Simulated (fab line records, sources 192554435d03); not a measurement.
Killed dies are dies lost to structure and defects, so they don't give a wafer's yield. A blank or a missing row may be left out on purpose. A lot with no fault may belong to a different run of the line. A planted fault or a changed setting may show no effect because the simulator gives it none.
Lot-split experiment / flow n5_finfet / 7 lots, 39 wafers read, on a route of 1938 steps

== THE SPLIT ==
At N5_FIN_CUT_CUT_ETCH_26 (etches SiNx in CH3F/O2, target depth 39 nm, time 55.7 s), the setting time_s was moved away from the recipe's 55.7 s on 6 of the 39 wafers read, by -14.4% to +15.4%. This setting was run at the recipe's value on the other wafers.

The reading comes from the split's own step.

== THE READING ==
etch.depth_nm (the simulator's own value, which no gauge read), in nm, at N5_FIN_CUT_CUT_ETCH_26 (etches SiNx in CH3F/O2, target depth 39 nm, time 55.7 s). The file gives no usual value for it. Here, 33 wafers ran the recipe; their average is 38.27 nm with a standard deviation of 0.74 nm.

wafer=L077.1; tool, chamber at the split=rie_diel-06, 3; time_s as run, s=55.7; against the recipe=recipe; etch.depth_nm, nm=38.09; against lot-mates on the recipe=-
wafer=L077.2; tool, chamber at the split=rie_diel-06, 0; time_s as run, s=55.7; against the recipe=recipe; etch.depth_nm, nm=38.57; against lot-mates on the recipe=-
wafer=L077.3; tool, chamber at the split=rie_diel-06, 2; time_s as run, s=55.7; against the recipe=recipe; etch.depth_nm, nm=39.74; against lot-mates on the recipe=-
wafer=L077.4; tool, chamber at the split=rie_diel-06, 1; time_s as run, s=55.7; against the recipe=recipe; etch.depth_nm, nm=37.7; against lot-mates on the recipe=-
wafer=L077.5; tool, chamber at the split=rie_diel-06, 3; time_s as run, s=55.7; against the recipe=recipe; etch.depth_nm, nm=38.02; against lot-mates on the recipe=-
wafer=L077.6; tool, chamber at the split=rie_diel-06, 2; time_s as run, s=55.7; against the recipe=recipe; etch.depth_nm, nm=39.88; against lot-mates on the recipe=-
wafer=L080.2; tool, chamber at the split=rie_diel-06, 2; time_s as run, s=55.7; against the recipe=recipe; etch.depth_nm, nm=39.85; against lot-mates on the recipe=-
wafer=L080.3; tool, chamber at the split=rie_diel-06, 1; time_s as run, s=55.7; against the recipe=recipe; etch.depth_nm, nm=37.97; against lot-mates on the recipe=-
wafer=L080.6; tool, chamber at the split=rie_diel-06, 1; time_s as run, s=55.7; against the recipe=recipe; etch.depth_nm, nm=37.99; against lot-mates on the recipe=-
wafer=L083.1; tool, chamber at the split=rie_diel-03, 2; time_s as run, s=55.7; against the recipe=recipe; etch.depth_nm, nm=39.39; against lot-mates on the recipe=-
wafer=L083.2; tool, chamber at the split=rie_diel-03, 1; time_s as run, s=55.7; against the recipe=recipe; etch.depth_nm, nm=37.34; against lot-mates on the recipe=-
wafer=L083.3; tool, chamber at the split=rie_diel-03, 0; time_s as run, s=55.7; against the recipe=recipe; etch.depth_nm, nm=38.17; against lot-mates on the recipe=-
wafer=L083.4; tool, chamber at the split=rie_diel-03, 3; time_s as run, s=55.7; against the recipe=recipe; etch.depth_nm, nm=37.65; against lot-mates on the recipe=-
wafer=L083.5; tool, chamber at the split=rie_diel-03, 2; time_s as run, s=55.7; against the recipe=recipe; etch.depth_nm, nm=38.96; against lot-mates on the recipe=-
wafer=L083.6; tool, chamber at the split=rie_diel-03, 1; time_s as run, s=55.7; against the recipe=recipe; etch.depth_nm, nm=37.33; against lot-mates on the recipe=-
wafer=L090.1; tool, chamber at the split=rie_diel-03, 1; time_s as run, s=55.7; against the recipe=recipe; etch.depth_nm, nm=37.43; against lot-mates on the recipe=-
wafer=L090.2; tool, chamber at the split=rie_diel-03, 0; time_s as run, s=55.7; against the recipe=recipe; etch.depth_nm, nm=38.21; against lot-mates on the recipe=-
wafer=L090.3; tool, chamber at the split=rie_diel-03, 3; time_s as run, s=55.7; against the recipe=recipe; etch.depth_nm, nm=37.64; against lot-mates on the recipe=-
wafer=L090.4; tool, chamber at the split=rie_diel-03, 3; time_s as run, s=55.7; against the recipe=recipe; etch.depth_nm, nm=37.59; against lot-mates on the recipe=-
wafer=L090.5; tool, chamber at the split=rie_diel-03, 1; time_s as run, s=55.7; against the recipe=recipe; etch.depth_nm, nm=37.65; against lot-mates on the recipe=-
wafer=L090.6; tool, chamber at the split=rie_diel-03, 0; time_s as run, s=55.7; against the recipe=recipe; etch.depth_nm, nm=38.14; against lot-mates on the recipe=-
wafer=L091.1; tool, chamber at the split=rie_diel-04, 0; time_s as run, s=55.7; against the recipe=recipe; etch.depth_nm, nm=37.99; against lot-mates on the recipe=-
wafer=L091.2; tool, chamber at the split=rie_diel-04, 3; time_s as run, s=55.7; against the recipe=recipe; etch.depth_nm, nm=38.19; against lot-mates on the recipe=-
wafer=L091.3; tool, chamber at the split=rie_diel-04, 2; time_s as run, s=47.67; against the recipe=-14.4%; etch.depth_nm, nm=33.66; against lot-mates on the recipe=-4.38
wafer=L091.4; tool, chamber at the split=rie_diel-04, 1; time_s as run, s=47.67; against the recipe=-14.4%; etch.depth_nm, nm=32.18; against lot-mates on the recipe=-5.86
wafer=L091.5; tool, chamber at the split=rie_diel-04, 0; time_s as run, s=55.7; against the recipe=recipe; etch.depth_nm, nm=37.95; against lot-mates on the recipe=-
wafer=L091.6; tool, chamber at the split=rie_diel-04, 3; time_s as run, s=47.67; against the recipe=-14.4%; etch.depth_nm, nm=32.52; against lot-mates on the recipe=-5.52
wafer=L094.1; tool, chamber at the split=rie_diel-04, 0; time_s as run, s=55.7; against the recipe=recipe; etch.depth_nm, nm=38.64; against lot-mates on the recipe=-
wafer=L094.2; tool, chamber at the split=rie_diel-04, 2; time_s as run, s=55.7; against the recipe=recipe; etch.depth_nm, nm=39.75; against lot-mates on the recipe=-
wafer=L094.3; tool, chamber at the split=rie_diel-04, 3; time_s as run, s=55.7; against the recipe=recipe; etch.depth_nm, nm=38.49; against lot-mates on the recipe=-
wafer=L094.4; tool, chamber at the split=rie_diel-04, 1; time_s as run, s=55.7; against the recipe=recipe; etch.depth_nm, nm=38.13; against lot-mates on the recipe=-
wafer=L094.5; tool, chamber at the split=rie_diel-04, 3; time_s as run, s=55.7; against the recipe=recipe; etch.depth_nm, nm=38.35; against lot-mates on the recipe=-
wafer=L094.6; tool, chamber at the split=rie_diel-04, 0; time_s as run, s=55.7; against the recipe=recipe; etch.depth_nm, nm=38.77; against lot-mates on the recipe=-
wafer=L097.1; tool, chamber at the split=rie_diel-03, 3; time_s as run, s=55.7; against the recipe=recipe; etch.depth_nm, nm=37.37; against lot-mates on the recipe=-
wafer=L097.2; tool, chamber at the split=rie_diel-03, 0; time_s as run, s=64.28; against the recipe=+15.4%; etch.depth_nm, nm=44.06; against lot-mates on the recipe=+6.30
wafer=L097.3; tool, chamber at the split=rie_diel-03, 1; time_s as run, s=64.28; against the recipe=+15.4%; etch.depth_nm, nm=44; against lot-mates on the recipe=+6.24
wafer=L097.4; tool, chamber at the split=rie_diel-03, 1; time_s as run, s=55.7; against the recipe=recipe; etch.depth_nm, nm=37.55; against lot-mates on the recipe=-
wafer=L097.5; tool, chamber at the split=rie_diel-03, 0; time_s as run, s=55.7; against the recipe=recipe; etch.depth_nm, nm=38.36; against lot-mates on the recipe=-
wafer=L097.6; tool, chamber at the split=rie_diel-03, 3; time_s as run, s=64.28; against the recipe=+15.4%; etch.depth_nm, nm=42.9; against lot-mates on the recipe=+5.14

FIT RESULTS
A straight line over all 39 wafers: etch.depth_nm changes by +0.364 nm for each +1% of time_s; r = +0.95; the points scatter about the line by 0.74 nm.
The same after taking each lot's own level away (the mean of its wafers on the recipe; 39 wafers): +0.374 nm for each +1%; r = +0.96; scatter 0.64 nm.
Per that fit: largest time_s move, reading shift of 5.8 nm.
From 37.760 to 38.688 nm: that is the span of the lots' own levels, equal to 1.3 times the standard deviation above.
Hence the lot-to-lot level has little effect on the slope; both slopes agree.
Check: for one of the wafers moved furthest among these (+15.4%), held out of the fit, the line's prediction against its lot-mates is +5.65 nm. Against them it came out at +6.3 nm.

== THE FILE'S OWN FIT ==
etch.depth_nm changes by +0.374 nm for each +1% of time_s, r = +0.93.
